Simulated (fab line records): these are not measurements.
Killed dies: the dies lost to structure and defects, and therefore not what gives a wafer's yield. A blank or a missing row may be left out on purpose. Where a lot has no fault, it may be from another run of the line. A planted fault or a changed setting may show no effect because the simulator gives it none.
Chamber matching -- flow nandHarc -- cmp-03 running NHARC_A_M1_CMP_23: 4 sister chambers
The step polishes, t overpolish 20 s, target thk 154.34 nm. 16 wafers are shown with their chamber, then 8 later ones without.

WAFERS, EACH WITH ITS CHAMBER
wafer,chamber,motorCurrentA (A),edgeZonePressureFrac,timeToEndpointS (s)
L074.2,2,10.8,1.008,34.6
L074.4,1,10.7,0.997,31.0
L074.6,2,11.0,1.006,32.4
L077.2,0,13.3,0.994,25.5
L077.3,2,10.9,0.998,28.7
L077.4,3,12.4,0.999,29.9
L080.1,3,13.6,1.005,32.0
L080.2,2,10.4,1.001,29.7
L080.4,1,10.4,0.994,32.8
L081.1,1,11.4,0.999,29.0
L081.5,1,10.8,0.997,31.0
L081.6,0,13.5,1.000,28.6
L084.1,0,12.5,1.002,31.7
L084.2,1,11.5,0.997,30.6
L084.6,2,10.4,0.996,32.5
L089.3,3,13.7,1.004,30.3

SIGNATURES (means of the wafers above)
reading,chamber 0,chamber 1,chamber 2,chamber 3,scatter within a chamber
motorCurrentA,13.100,10.960,10.700,13.233,0.485
edgeZonePressureFrac,0.99867,0.99680,1.00180,1.00267,0.0038
timeToEndpointS,28.600,30.880,31.580,30.733,2.07
Rule: a wafer's distance from a chamber is the root of the sum, over the readings, of the square of ((its reading less the chamber's mean) divided by the reading's scatter). If the next closest chamber is less than 2 further off than the closest, the wafer can't be placed; otherwise it belongs to the closest. The scatter: take each reading less its chamber's mean, square it, sum over the shown wafers, divide by the number of wafers less the number of chambers, and take the root.

WAFERS WITHOUT THEIR CHAMBER
wafer,motorCurrentA (A),edgeZonePressureFrac,timeToEndpointS (s)
L089.4,11.0,1.003,28.1
L089.6,10.8,0.999,31.3
L090.2,10.2,0.997,29.6
L090.3,13.2,1.010,27.1
L090.6,10.7,1.001,31.2
L092.2,10.7,0.995,31.7
L092.3,11.1,1.002,29.5
L092.4,13.2,0.993,27.9

WHICH CHAMBER EACH ONE RAN IN
wafer,from the rows above,in truth
L089.4,can't be placed: 2 or 1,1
L089.6,can't be placed: 1 or 2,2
L090.2,can't be placed: 1 or 2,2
L090.3,can't be placed: 3 or 0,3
L090.6,can't be placed: 2 or 1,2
L092.2,can't be placed: 1 or 2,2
L092.3,can't be placed: 2 or 1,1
L092.4,can't be placed: 0 or 3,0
Correct placement for 0 of the 8. Can't be placed from these rows: 8 (the true chamber is among the candidates in 8). 0 placed wrongly.
